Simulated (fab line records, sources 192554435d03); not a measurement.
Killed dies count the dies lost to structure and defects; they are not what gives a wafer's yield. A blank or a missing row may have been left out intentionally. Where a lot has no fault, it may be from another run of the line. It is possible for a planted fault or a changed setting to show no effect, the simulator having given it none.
Comparing a struck lot with a sound one | flow n5Finfet | 13 steps out of a route of 1938
Sound: the wafers L243.1, L243.3, L243.5. Struck: wafers L248.2, L248.4, L248.5. Last of all comes the cause.
Each step with rows lists, per side, the tool, then ch with its chambers, then its first start. Under that, the readings that differ: sound wafers | struck wafers | difference of the means | sigmas: that difference in standard deviations of wafers without a fault.
alike: readings with means less than 2 such deviations apart, plus words and numbers identical on both sides. not compared: withheld readings, readings lacking a value on some wafer, bounds such as >300 that could conceal the same value, and numbers that have no deviation in the record and whose values overlap.
A row with sigmas, a row that says differs or no value, or rows on one side alone: a step with any of these is where the two part. Numbers that have no deviation but don't overlap get no sigmas and don't part them. Lack of a reading on every wafer of one side parts them only where that side has two or more wafers.

N5_GATE_CUT_CMP_43: polishes SiO2.
  sound on cmp-02 ch 0,2, day 6 04:05; struck on cmp-01 ch 0,1,2, day 7 13:40
  alike: motorCurrentA
N5_GATE_CUT_CMP_61: polishes, stops on SiNx, t overpolish 3 s.
  sound on cmp-02 ch 0,2, day 6 04:31; struck on cmp-01 ch 0,1,2, day 7 14:03
  alike: motorCurrentA
N5_GATE_CUT_INSPECT_26: inspects for defects (darkfield).
  sound: defectInspect-02 at day 6 04:43; struck: defectInspect-02 at day 7 14:14
  alike: rawDefectCount
then, 8 steps without rows for these wafers: N5_MOL_CONTACT_COAG_COAT_103 (time 60 s, resist thk 80 nm); N5_MOL_CONTACT_COAG_COAT_104 (time 60 s, resist thk 12 nm); N5_MOL_CONTACT_COAG_COAT_58 (time 60 s, resist thk 10 nm); N5_MOL_CONTACT_COAG_COAT_02 (resist thk 30 nm); N5_MOL_CONTACT_COAG_EBR_04; N5_MOL_CONTACT_COAG_SOFTBAKE_03 (time 60 s); N5_MOL_CONTACT_COAG_EXPOSE_05 (exposes mask CA, defocus 0 nm); N5_MOL_CONTACT_COAG_PEB_06 (peb time 60 s).
N5_MOL_CONTACT_COAG_DEVELOP_07: develop time 30 s.
  sound on lithoTrack-01 ch 0, day 6 05:05; struck on lithoTrack-01, day 7 14:28
  no value came back on the struck wafers for chillPlateTempC (C), developTimeS (s); on the sound wafers chillPlateTempC (C) reads 22.93 22.99 23.10
reading                                              | sound          | struck   | difference | sigmas
model.CAR-EUV_of_MOL_CONTACT_COAG_COAT_02.thkNm (nm) | 29.4 29.4 29.4 | 30 30 30 | +1         | 
N5_MOL_CONTACT_COAG_CD_MEAS_08: the cd target is 28 nm.
  sound on cdSem-03 ch 0, day 6 05:08; struck on cdSem-03 ch 0, day 7 14:31
reading   | sound             | struck | difference                    | sigmas
cdNm (nm) | 28.00 28.42 27.98 | - - -  | no value on the struck wafers | 

## WHERE THEY PART
At N5_MOL_CONTACT_COAG_DEVELOP_07 first; at N5_MOL_CONTACT_COAG_CD_MEAS_08 last (within this record only).

WHY: the cause the simulator had injected
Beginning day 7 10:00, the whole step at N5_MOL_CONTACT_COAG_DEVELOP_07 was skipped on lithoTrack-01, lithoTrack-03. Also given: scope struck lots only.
